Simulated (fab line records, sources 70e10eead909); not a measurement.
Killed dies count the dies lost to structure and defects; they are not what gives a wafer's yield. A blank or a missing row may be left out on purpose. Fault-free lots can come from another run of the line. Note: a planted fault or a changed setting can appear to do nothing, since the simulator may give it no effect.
What tool caused it? / flow nandHarc / Sampling: 6 lots, 16 wafers, 5 of 1159 route steps

WHAT EACH GAUGE READ, for each wafer
NHARC_END_SORT_01.
lot=L153; measured=day 24 03:32; on=prober-01; killedAtArray=672

EACH LOT AND THE TOOL THAT RAN IT (in order: tool; ch and the chambers of the sampled wafers; start)
lot=L136; NHARC_A_STAIRCASE_DEP_259=pecvd-04 ch 0,1,2, day 12 04:13; NHARC_A_BONDPAD_ANNEAL_28=rtpAnneal-01 ch 0, day 18 06:05; NHARC_A_BONDPAD_CMP_19=cmp-04 ch 0,2,3, day 18 06:31; NHARC_THIN_TSV_DEP_43=pecvd-03 ch 1,2, day 18 21:26
lot=L135; NHARC_A_STAIRCASE_DEP_259=pecvd-03 ch 0,2, day 12 11:29; NHARC_A_BONDPAD_ANNEAL_28=rtpAnneal-02 ch 0, day 18 14:07; NHARC_A_BONDPAD_CMP_19=cmp-04 ch 0,2,3, day 18 14:43; NHARC_THIN_TSV_DEP_43=pecvd-04 ch 0,1, day 19 05:16
lot=L139; NHARC_A_STAIRCASE_DEP_259=pecvd-04 ch 0,1, day 13 11:14; NHARC_A_BONDPAD_ANNEAL_28=rtpAnneal-01 ch 0, day 19 12:20; NHARC_A_BONDPAD_CMP_19=cmp-02 ch 0,2,3, day 19 12:43; NHARC_THIN_TSV_DEP_43=pecvd-03 ch 1,2, day 20 00:51
lot=L145; NHARC_A_STAIRCASE_DEP_259=pecvd-03 ch 0,1, day 14 12:52; NHARC_A_BONDPAD_ANNEAL_28=rtpAnneal-01 ch 0, day 20 17:52; NHARC_A_BONDPAD_CMP_19=cmp-04 ch 0,3, day 20 18:12; NHARC_THIN_TSV_DEP_43=pecvd-04 ch 0,1, day 21 10:16
lot=L146; NHARC_A_STAIRCASE_DEP_259=pecvd-03 ch 0,1,2, day 15 06:53; NHARC_A_BONDPAD_ANNEAL_28=rtpAnneal-01 ch 0, day 21 23:53; NHARC_A_BONDPAD_CMP_19=cmp-04 ch 1,2,3, day 22 00:16; NHARC_THIN_TSV_DEP_43=pecvd-03 ch 1,2, day 22 15:45
lot=L153; NHARC_A_STAIRCASE_DEP_259=pecvd-03 ch 1, day 16 10:37; NHARC_A_BONDPAD_ANNEAL_28=-; NHARC_A_BONDPAD_CMP_19=-; NHARC_THIN_TSV_DEP_43=-
- NHARC_A_STAIRCASE_DEP_259: deposits SiON, target thk 30 nm.
- NHARC_A_BONDPAD_ANNEAL_28: time 90 s.
- NHARC_A_BONDPAD_CMP_19: polishes, t overpolish 30 s, cu recess touch 16 s, target thk 169.8 nm.
- NHARC_THIN_TSV_DEP_43: deposits SiO2, target thk 1328.5 nm.

THE ANSWER, worked out from the rows above alone
Rule: usual is defined by the lots themselves. Put in order of their means at a reading, lots are off if they are a third of the lots or fewer, leave a main group of 4 or more, and stand apart from it by a gap of 3 or more times the standard deviation of the main group's means; of several such gaps the widest counts. A main group whose means are all the same, to the digits that the tables above print for the reading, isn't used. A lot without any number at a reading at which 4 lots or more have one is off too. Any other lot the step has rows for is counted as sound.
Across all readings shown, no lot is off: no conclusion can be drawn from this.

WHAT HAD BEEN PUT IN BY THE SIMULATOR
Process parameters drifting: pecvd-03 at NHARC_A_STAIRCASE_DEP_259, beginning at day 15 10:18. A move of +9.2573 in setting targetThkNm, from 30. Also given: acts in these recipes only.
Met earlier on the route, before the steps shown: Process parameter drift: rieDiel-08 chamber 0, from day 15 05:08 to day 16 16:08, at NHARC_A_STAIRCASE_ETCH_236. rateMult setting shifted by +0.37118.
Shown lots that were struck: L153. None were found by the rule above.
